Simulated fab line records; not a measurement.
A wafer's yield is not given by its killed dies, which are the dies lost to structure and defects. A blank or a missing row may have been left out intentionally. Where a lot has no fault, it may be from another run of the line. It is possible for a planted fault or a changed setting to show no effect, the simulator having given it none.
A struck lot beside a sound one | flow n5_finfet | 24 steps out of a route of 1938
Sound: the wafers L428.2, L428.3, L428.6. Struck: wafer L439.4. (L439.6 of the same lot was not struck and is left out.) The cause comes at the end.
At each step with rows: each side's tool, then ch and its chambers, then its first start. Under that, the readings that differ: sound wafers | struck wafers | difference of the means | sigmas: that difference in standard deviations of wafers without a fault.
alike: readings with means less than 2 such deviations apart, plus words and numbers identical on both sides. not compared: withheld readings, readings lacking a value on some wafer, bounds such as >300 that could conceal the same value, and numbers that have no deviation in the record and whose values overlap.
The two part at a step that has a row with sigmas, a row that says differs or no value, or rows on one side only. Non-overlapping numbers with no deviation appear without sigmas and do not part them. Lack of a reading on every wafer of one side parts them only where that side has two or more wafers.

first, 9 steps without rows for these wafers: N5_MIM_BOT_LITHO_HARDBAKE_09 (time 120 s); N5_MIM_BOT_LITHO_DESCUM_10 (chemistry O2, time 7.9 s); N5_MIM_BOT_ETCH_ETCH_04 (etches SiNx in CF4/O2, target depth 26 nm, time 13 s); N5_MIM_BOT_ETCH_ETCH_03 (etches the open film in Cl2/BCl3, target depth 12 nm); N5_MIM_BOT_ETCH_ETCH_00 (etches TiN in Cl2/BCl3, target depth 45.5 nm); N5_MIM_BOT_ETCH_STRIP_01 (strips in O2); N5_MIM_BOT_ETCH_STRIP_02 (strips in post etch residue remover, time 1200 s); N5_MIM_BOT_ETCH_CLEAN_05 (cleans in IPA, time 180 s); N5_MIM_BOT_ETCH_SRD_06 (time 30 s).
N5_PASSIVATION_PECVD_55: deposits SiO2 from SiH4/N2O, target thk 400 nm, time 22.5 s.
  sound on pecvd-01 ch 1,2, day 13 18:54; struck on pecvd-01 ch 0, day 17 23:07
  reading                                        | sound             | struck | difference | sigmas
  model.SiO2_of_PASSIVATION_PECVD_55.thk_nm (nm) | 397.8 395.8 398.2 | 346.4  | -50.9      |
  alike: heater_power_w, showerhead_plenum_p_Torr, throttle_valve_pct
  not compared: rf_fwd_power_W
then, 11 steps without rows for these wafers: N5_PASSIVATION_PECVD_01 (deposits SiNx from SiH4/NH3/N2, target thk 200 nm, time 43.2 s); N5_PASSIVATION_HMDS_03 (time 60 s); N5_PASSIVATION_COAT_04; N5_PASSIVATION_EBR_06; N5_PASSIVATION_SOFTBAKE_05 (time 90 s); N5_PASSIVATION_EXPOSE_07 (exposes mask TV, defocus 0 nm, target cd 3000 nm); N5_PASSIVATION_PEB_08; N5_PASSIVATION_DEVELOP_09 (develop time 60 s); N5_PASSIVATION_HARDBAKE_11 (time 120 s); N5_PASSIVATION_DESCUM_12 (chemistry O2, time 7.9 s); N5_PASSIVATION_PASS_ETCH_74 (etches SiNx in CF4/O2, target depth 220 nm, time 110 s).
N5_PASSIVATION_VIA_ETCH_13: etches SiO2 in CHF3/O2, target depth 660 nm, time 330 s.
  sound on rie_diel-05 ch 2,3, day 13 20:53; struck on rie_diel-05 ch 3, day 18 01:29
  reading               | sound       | struck | difference | sigmas
  etch_rf_on_time_s (s) | 238 226 229 | 206    | -25        | -4
  alike: drypump_motor_current_A, oes_product_au, rf_fwd_power_W, rf_vpp_V, showerhead_plenum_p_Torr, throttle_valve_pct
  not compared: rf_hours_counter_h, model.coat_of_PASSIVATION_COAT_04.thk_nm
then, 1 step without rows for these wafers: N5_PASSIVATION_STRIP_14 (strips in O2).
N5_PASSIVATION_PROBE_49:
  struck on prober-01, day 18 08:45; sound on prober-01, day 14 03:43
  reading         | sound   | struck | difference | sigmas
  killed_at_M4_up | 9 28 14 | 5      | -12        | -2
  alike: defect_limited_yield, killed_at_M0_to_M3, killed_at_contacts, killed_at_front_end, killed_at_other, killed_dies, killed_open, killed_short, sort_bin_4_leakage, sort_bin_5_function, sort_bin_6_memory, sort_n_pass, sort_yield_pct

== WHERE THEY PART ==
At N5_PASSIVATION_VIA_ETCH_13 first; at N5_PASSIVATION_PROBE_49 last (within this record only).

WHY: what the simulator had put in
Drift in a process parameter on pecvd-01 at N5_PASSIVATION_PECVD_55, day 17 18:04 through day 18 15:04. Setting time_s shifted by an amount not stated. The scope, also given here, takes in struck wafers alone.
